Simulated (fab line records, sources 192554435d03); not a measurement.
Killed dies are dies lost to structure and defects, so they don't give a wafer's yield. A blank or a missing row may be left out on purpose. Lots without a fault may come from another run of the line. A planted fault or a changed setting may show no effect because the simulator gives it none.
Which tool did it? | flow n5_finfet | 24 lots, 72 wafers sampled, at 6 steps of a route of 1938

WHAT THE GAUGES READ, wafer by wafer
The record holds no reading of a measuring or inspecting step that can be judged against a usual standard deviation.

WHICH TOOL RAN EACH LOT (tool, then ch and the chambers of the sampled wafers, then the start)
lot  | N5_BEOL_M2_ETCHBACK_99             | N5_BEOL_M2_SPUTTER_79        | N5_BEOL_M2_ANNEAL_89         | N5_BEOL_M2_SPUTTER_94        | N5_BEOL_M2_ANNEAL_51             | N5_BEOL_M2_PRE_CLEAN_60
L074 | rie_diel-02 ch 0,1, day 6 21:48    | pvd_sputter-01, day 6 23:22  | pvd_sputter-01, day 7 00:07  | pvd_sputter-01, day 7 00:41  | rtp_anneal-02 ch 0, day 7 01:23  | cvd_co-01 ch 0,1,2, day 7 01:58
L075 | rie_diel-06 ch 0,1,3, day 7 05:11  | pvd_sputter-01, day 7 08:00  | pvd_sputter-01, day 7 08:44  | pvd_sputter-01, day 7 09:19  | rtp_anneal-02 ch 0, day 7 09:47  | cvd_co-01 ch 1,2, day 7 10:22
L076 | rie_diel-06 ch 0,3, day 7 09:36    | pvd_sputter-02, day 7 12:56  | pvd_sputter-02, day 7 13:40  | pvd_sputter-02, day 7 14:15  | rtp_anneal-02 ch 0, day 7 14:45  | cvd_co-02 ch 0,2, day 7 15:39
L077 | rie_diel-02 ch 1,2,3, day 7 09:37  | pvd_sputter-03, day 7 11:36  | pvd_sputter-03, day 7 12:20  | pvd_sputter-03, day 7 12:55  | rtp_anneal-02 ch 0, day 7 13:20  | cvd_co-02 ch 0,1,2, day 7 13:58
L078 | rie_diel-01 ch 0,1, day 7 18:04    | pvd_sputter-01, day 7 19:43  | pvd_sputter-01, day 7 20:28  | pvd_sputter-01, day 7 21:02  | rtp_anneal-02 ch 0, day 7 21:27  | cvd_co-02 ch 1,2, day 7 22:05
L079 | rie_diel-02 ch 1,2,3, day 7 20:58  | pvd_sputter-02, day 7 22:38  | pvd_sputter-02, day 7 23:22  | pvd_sputter-02, day 7 23:57  | rtp_anneal-01 ch 0, day 8 00:22  | cvd_co-02 ch 1,2, day 8 00:59
L080 | rie_diel-02 ch 0,1,3, day 8 08:40  | pvd_sputter-01, day 8 12:21  | pvd_sputter-01, day 8 13:05  | pvd_sputter-01, day 8 13:40  | rtp_anneal-01 ch 0, day 8 14:13  | cvd_co-01 ch 0,1,2, day 8 14:49
L081 | rie_diel-02 ch 0,1,2, day 8 18:26  | pvd_sputter-01, day 8 20:07  | pvd_sputter-01, day 8 20:52  | pvd_sputter-01, day 8 21:26  | rtp_anneal-01 ch 0, day 8 21:55  | cvd_co-01 ch 0,1,2, day 8 22:30
L082 | rie_diel-06 ch 0,1,2, day 8 18:30  | pvd_sputter-03, day 8 20:08  | pvd_sputter-03, day 8 20:53  | pvd_sputter-03, day 8 21:28  | rtp_anneal-02 ch 0, day 8 22:02  | cvd_co-02 ch 0,1,2, day 8 22:36
L083 | rie_diel-01 ch 1,2,3, day 9 02:32  | pvd_sputter-01, day 9 04:18  | pvd_sputter-01, day 9 05:02  | pvd_sputter-01, day 9 05:37  | rtp_anneal-02 ch 0, day 9 06:02  | cvd_co-01 ch 0,2, day 9 06:40
L084 | rie_diel-06 ch 1,3, day 9 06:13    | pvd_sputter-01, day 9 07:59  | pvd_sputter-01, day 9 08:43  | pvd_sputter-01, day 9 09:18  | rtp_anneal-02 ch 0, day 9 09:47  | cvd_co-01 ch 0,2, day 9 10:22
L085 | rie_diel-02 ch 0,1,3, day 10 00:06 | pvd_sputter-02, day 10 01:30 | pvd_sputter-02, day 10 02:14 | pvd_sputter-02, day 10 02:49 | rtp_anneal-01 ch 0, day 10 03:26 | cvd_co-01 ch 1,2, day 10 03:59
L087 | rie_diel-06 ch 0,1,2, day 10 10:16 | pvd_sputter-03, day 10 11:56 | pvd_sputter-03, day 10 12:40 | pvd_sputter-03, day 10 13:15 | rtp_anneal-02 ch 0, day 10 13:40 | cvd_co-02 ch 0,1,2, day 10 14:17
L088 | rie_diel-01 ch 1,3, day 10 10:17   | pvd_sputter-02, day 10 12:07 | pvd_sputter-02, day 10 12:51 | pvd_sputter-02, day 10 13:26 | rtp_anneal-02 ch 0, day 10 13:56 | cvd_co-02 ch 0,1,2, day 10 14:36
L086 | rie_diel-02 ch 1,2,3, day 10 10:23 | pvd_sputter-02, day 10 14:03 | pvd_sputter-02, day 10 14:47 | pvd_sputter-02, day 10 15:22 | rtp_anneal-01 ch 0, day 10 15:53 | cvd_co-01 ch 0,1,2, day 10 16:29
L089 | rie_diel-02 ch 0,2,3, day 10 13:19 | pvd_sputter-01, day 10 14:46 | pvd_sputter-01, day 10 15:30 | pvd_sputter-01, day 10 16:05 | rtp_anneal-01 ch 0, day 10 16:31 | cvd_co-01 ch 0,1, day 10 17:08
L090 | rie_diel-02 ch 0,1,3, day 10 13:47 | pvd_sputter-03, day 10 15:32 | pvd_sputter-03, day 10 16:17 | pvd_sputter-03, day 10 16:52 | rtp_anneal-01 ch 0, day 10 17:17 | cvd_co-01 ch 0,1,2, day 10 17:55
L091 | rie_diel-02 ch 0,2, day 11 02:40   | pvd_sputter-02, day 11 04:29 | pvd_sputter-02, day 11 05:13 | pvd_sputter-02, day 11 05:48 | rtp_anneal-01 ch 0, day 11 06:13 | cvd_co-01 ch 0,2, day 11 06:50
L092 | rie_diel-02 ch 0,3, day 11 04:26   | pvd_sputter-02, day 11 06:38 | pvd_sputter-02, day 11 07:23 | pvd_sputter-02, day 11 07:58 | rtp_anneal-02 ch 0, day 11 08:25 | cvd_co-01 ch 0,1, day 11 09:00
L093 | rie_diel-01 ch 0,1,3, day 11 13:36 | pvd_sputter-02, day 11 16:08 | pvd_sputter-02, day 11 16:53 | pvd_sputter-02, day 11 17:28 | rtp_anneal-02 ch 0, day 11 17:56 | cvd_co-02 ch 0,2, day 11 18:31
L094 | rie_diel-06 ch 0,1,2, day 12 08:18 | pvd_sputter-03, day 12 10:19 | pvd_sputter-03, day 12 11:04 | pvd_sputter-03, day 12 11:38 | rtp_anneal-02 ch 0, day 12 12:06 | cvd_co-02 ch 0,1,2, day 12 12:41
L096 | rie_diel-02 ch 0,1, day 12 09:36   | pvd_sputter-01, day 12 11:48 | pvd_sputter-01, day 12 12:32 | pvd_sputter-01, day 12 13:07 | rtp_anneal-02 ch 0, day 12 13:38 | cvd_co-02 ch 0,1, day 12 14:10
L095 | rie_diel-02 ch 0,3, day 12 10:04   | pvd_sputter-01, day 12 13:53 | pvd_sputter-01, day 12 14:37 | pvd_sputter-01, day 12 15:12 | rtp_anneal-02 ch 0, day 12 15:43 | cvd_co-01 ch 0,1,2, day 12 16:15
L097 | rie_diel-01 ch 0,1,3, day 12 23:51 | pvd_sputter-01, day 13 01:58 | pvd_sputter-01, day 13 02:42 | pvd_sputter-01, day 13 03:17 | rtp_anneal-01 ch 0, day 13 03:44 | cvd_co-01 ch 1,2, day 13 04:20
- N5_BEOL_M2_ETCHBACK_99: etches SiO2 in CHF3, target depth 5 nm, time 10.4 s.
- N5_BEOL_M2_SPUTTER_79: material Cu, target thk 4.5 nm, time 8.29 s.
- N5_BEOL_M2_ANNEAL_89: time 240 s.
- N5_BEOL_M2_SPUTTER_94: material Cu, target thk 4.5 nm, time 8.29 s.
- N5_BEOL_M2_ANNEAL_51: time 90 s.
- N5_BEOL_M2_PRE_CLEAN_60: time 15 s.

WHAT THE TOOLS THEMSELVES READ (means of the sampled wafers that have a number; where no wafer has one, the mark that the record gives instead)
N5_BEOL_M2_ETCHBACK_99.
lot  | tool        | drypump_motor_current_A (A) | oes_product_au (a.u.) | rf_vpp_V (V) | showerhead_plenum_p_Torr (Torr) | throttle_valve_pct (%)
L074 | rie_diel-02 | 5.8                         | 0.83                  | 242          | 2.21                            | 17.0
L075 | rie_diel-06 | 6.0                         | 0.86                  | 245          | 2.15                            | 17.2
L076 | rie_diel-06 | 5.7                         | 0.77                  | 246          | 2.13                            | 17.3
L077 | rie_diel-02 | 5.7                         | 0.85                  | 244          | 2.21                            | 16.9
L078 | rie_diel-01 | 6.1                         | 0.75                  | 245          | 2.16                            | 17.1
L079 | rie_diel-02 | 5.7                         | 0.83                  | 244          | 2.20                            | 16.9
L080 | rie_diel-02 | 5.7                         | 0.83                  | 240          | 2.21                            | 17.0
L081 | rie_diel-02 | 5.9                         | 0.82                  | 245          | 2.19                            | 17.0
L082 | rie_diel-06 | 6.1                         | 0.89                  | 243          | 2.13                            | 17.0
L083 | rie_diel-01 | 5.8                         | 0.86                  | 245          | 2.20                            | 17.1
L084 | rie_diel-06 | 5.8                         | 0.74                  | 247          | 2.15                            | 17.3
L085 | rie_diel-02 | 5.7                         | 0.80                  | 240          | 2.20                            | 17.0
L087 | rie_diel-06 | 6.1                         | 0.87                  | 245          | 2.13                            | 17.0
L088 | rie_diel-01 | 5.6                         | 0.88                  | 243          | 2.22                            | 17.1
L086 | rie_diel-02 | 5.7                         | 0.80                  | 244          | 2.20                            | 16.9
L089 | rie_diel-02 | 5.9                         | 0.84                  | 245          | 2.18                            | 16.8
L090 | rie_diel-02 | 5.7                         | 0.79                  | 240          | 2.20                            | 17.0
L091 | rie_diel-02 | 6.0                         | 0.84                  | 246          | 2.17                            | 16.8
L092 | rie_diel-02 | 5.7                         | 0.83                  | 241          | 2.19                            | 16.8
L093 | rie_diel-01 | 5.8                         | 0.86                  | 243          | 2.21                            | 17.0
L094 | rie_diel-06 | 6.1                         | 0.84                  | 244          | 2.12                            | 17.1
L096 | rie_diel-02 | 5.8                         | 0.77                  | 241          | 2.19                            | 17.1
L095 | rie_diel-02 | 5.8                         | 0.82                  | 240          | 2.18                            | 16.8
L097 | rie_diel-01 | 5.8                         | 0.84                  | 243          | 2.21                            | 17.0

N5_BEOL_M2_SPUTTER_79.
lot  | tool           | chamber_pressure_pa (Pa) | substrate_temp_c (C) | throttle_valve_pct (%)
L074 | pvd_sputter-01 | 0.07                     | -19.92               | 30.8
L075 | pvd_sputter-01 | 0.07                     | -20.02               | 29.7
L076 | pvd_sputter-02 | 0.07                     | -19.99               | 28.4
L077 | pvd_sputter-03 | 0.07                     | -20.00               | 29.7
L078 | pvd_sputter-01 | 0.07                     | -20.04               | 31.0
L079 | pvd_sputter-02 | 0.07                     | -20.02               | 28.8
L080 | pvd_sputter-01 | 0.07                     | -20.07               | 30.9
L081 | pvd_sputter-01 | 0.07                     | -19.99               | 29.9
L082 | pvd_sputter-03 | 0.07                     | -19.98               | 29.4
L083 | pvd_sputter-01 | 0.07                     | -20.01               | 30.6
L084 | pvd_sputter-01 | 0.07                     | -20.13               | 29.8
L085 | pvd_sputter-02 | 0.07                     | -20.07               | 28.5
L087 | pvd_sputter-03 | 0.07                     | -20.00               | 30.4
L088 | pvd_sputter-02 | 0.07                     | -20.05               | 28.4
L086 | pvd_sputter-02 | 0.07                     | -20.10               | 28.9
L089 | pvd_sputter-01 | 0.07                     | -20.05               | 31.7
L090 | pvd_sputter-03 | 0.07                     | -19.97               | 29.6
L091 | pvd_sputter-02 | 0.07                     | -20.19               | 29.2
L092 | pvd_sputter-02 | 0.07                     | -20.03               | 29.0
L093 | pvd_sputter-02 | 0.07                     | -20.03               | 29.4
L094 | pvd_sputter-03 | 0.07                     | -19.98               | 30.3
L096 | pvd_sputter-01 | 0.07                     | -19.89               | 31.3
L095 | pvd_sputter-01 | 0.07                     | -19.95               | 30.2
L097 | pvd_sputter-01 | 0.07                     | -19.97               | 30.6

N5_BEOL_M2_ANNEAL_89.
lot  | tool           | heater_power_w (W)
L074 | pvd_sputter-01 | 870
L075 | pvd_sputter-01 | 863
L076 | pvd_sputter-02 | 736
L077 | pvd_sputter-03 | 739
L078 | pvd_sputter-01 | 881
L079 | pvd_sputter-02 | 789
L080 | pvd_sputter-01 | 873
L081 | pvd_sputter-01 | 888
L082 | pvd_sputter-03 | 718
L083 | pvd_sputter-01 | 897
L084 | pvd_sputter-01 | 867
L085 | pvd_sputter-02 | 739
L087 | pvd_sputter-03 | 754
L088 | pvd_sputter-02 | 747
L086 | pvd_sputter-02 | 782
L089 | pvd_sputter-01 | 855
L090 | pvd_sputter-03 | 722
L091 | pvd_sputter-02 | 834
L092 | pvd_sputter-02 | 781
L093 | pvd_sputter-02 | 824
L094 | pvd_sputter-03 | 729
L096 | pvd_sputter-01 | 886
L095 | pvd_sputter-01 | 861
L097 | pvd_sputter-01 | 870

N5_BEOL_M2_SPUTTER_94.
lot  | tool           | chamber_pressure_pa (Pa) | substrate_temp_c (C) | throttle_valve_pct (%)
L074 | pvd_sputter-01 | 0.07018                  | -20.07               | 30.9
L075 | pvd_sputter-01 | 0.07009                  | -20.12               | 29.7
L076 | pvd_sputter-02 | 0.06991                  | -20.01               | 28.5
L077 | pvd_sputter-03 | 0.06982                  | -20.08               | 29.7
L078 | pvd_sputter-01 | 0.07006                  | -20.08               | 31.0
L079 | pvd_sputter-02 | 0.07005                  | -19.88               | 28.8
L080 | pvd_sputter-01 | 0.06995                  | -20.10               | 30.7
L081 | pvd_sputter-01 | 0.07011                  | -19.92               | 30.1
L082 | pvd_sputter-03 | 0.06997                  | -19.86               | 29.6
L083 | pvd_sputter-01 | 0.07002                  | -19.91               | 30.6
L084 | pvd_sputter-01 | 0.07014                  | -20.07               | 29.6
L085 | pvd_sputter-02 | 0.07005                  | -20.04               | 28.5
L087 | pvd_sputter-03 | 0.07006                  | -19.99               | 30.5
L088 | pvd_sputter-02 | 0.06981                  | -20.15               | 28.5
L086 | pvd_sputter-02 | 0.06996                  | -19.95               | 28.8
L089 | pvd_sputter-01 | 0.06993                  | -19.99               | 31.6
L090 | pvd_sputter-03 | 0.06997                  | -20.07               | 29.6
L091 | pvd_sputter-02 | 0.07000                  | -20.09               | 29.1
L092 | pvd_sputter-02 | 0.07001                  | -19.89               | 29.0
L093 | pvd_sputter-02 | 0.07016                  | -20.00               | 29.1
L094 | pvd_sputter-03 | 0.07004                  | -20.03               | 30.2
L096 | pvd_sputter-01 | 0.06984                  | -20.07               | 31.3
L095 | pvd_sputter-01 | 0.07016                  | -20.12               | 30.0
L097 | pvd_sputter-01 | 0.06990                  | -20.02               | 30.7

N5_BEOL_M2_ANNEAL_51.
lot  | tool          | wafer_temp_C_max
L074 | rtp_anneal-02 | 225.56
L075 | rtp_anneal-02 | 225.58
L076 | rtp_anneal-02 | 225.84
L077 | rtp_anneal-02 | 225.77
L078 | rtp_anneal-02 | 225.60
L079 | rtp_anneal-01 | 225.45
L080 | rtp_anneal-01 | 225.65
L081 | rtp_anneal-01 | 225.68
L082 | rtp_anneal-02 | 225.53
L083 | rtp_anneal-02 | 225.71
L084 | rtp_anneal-02 | 225.58
L085 | rtp_anneal-01 | 225.66
L087 | rtp_anneal-02 | 225.90
L088 | rtp_anneal-02 | 225.66
L086 | rtp_anneal-01 | 225.56
L089 | rtp_anneal-01 | 225.64
L090 | rtp_anneal-01 | 225.54
L091 | rtp_anneal-01 | 225.47
L092 | rtp_anneal-02 | 225.47
L093 | rtp_anneal-02 | 225.60
L094 | rtp_anneal-02 | 225.59
L096 | rtp_anneal-02 | 225.53
L095 | rtp_anneal-02 | 225.67
L097 | rtp_anneal-01 | 225.76

N5_BEOL_M2_PRE_CLEAN_60.
lot  | tool      | heater_power_w (W)
L074 | cvd_co-01 | 84
L075 | cvd_co-01 | 78
L076 | cvd_co-02 | 76
L077 | cvd_co-02 | 70
L078 | cvd_co-02 | 73
L079 | cvd_co-02 | 63
L080 | cvd_co-01 | 86
L081 | cvd_co-01 | 87
L082 | cvd_co-02 | 69
L083 | cvd_co-01 | 78
L084 | cvd_co-01 | 79
L085 | cvd_co-01 | 86
L087 | cvd_co-02 | 70
L088 | cvd_co-02 | 70
L086 | cvd_co-01 | 86
L089 | cvd_co-01 | 93
L090 | cvd_co-01 | 86
L091 | cvd_co-01 | 78
L092 | cvd_co-01 | 95
L093 | cvd_co-02 | 80
L094 | cvd_co-02 | 72
L096 | cvd_co-02 | 61
L095 | cvd_co-01 | 85
L097 | cvd_co-01 | 85

THE ANSWER, worked out from the rows above alone
Rule: what is usual is taken from the lots themselves. Put in order of their means at a reading, lots are off if they are a third of the lots or fewer, leave a main group of 4 or more, and stand apart from it by a gap of 3 or more times the standard deviation of the main group's means; of several such gaps the widest counts. A main group whose means are all the same, to the digits that the tables above print for the reading, isn't used. A lot without any number at a reading at which 4 lots or more have one is off too. The other lots that the step has rows for count as sound. The gauges are gone through in route order, then the tools' own readings, and for those a lot's mean is taken as printed above. The first step at which some lot is off is used, and at that step the reading that is off furthest; a lot without a number counts as furthest.
No lot is off at any reading shown: from this, nothing can be told.

WHAT THE SIMULATOR HAD PUT IN
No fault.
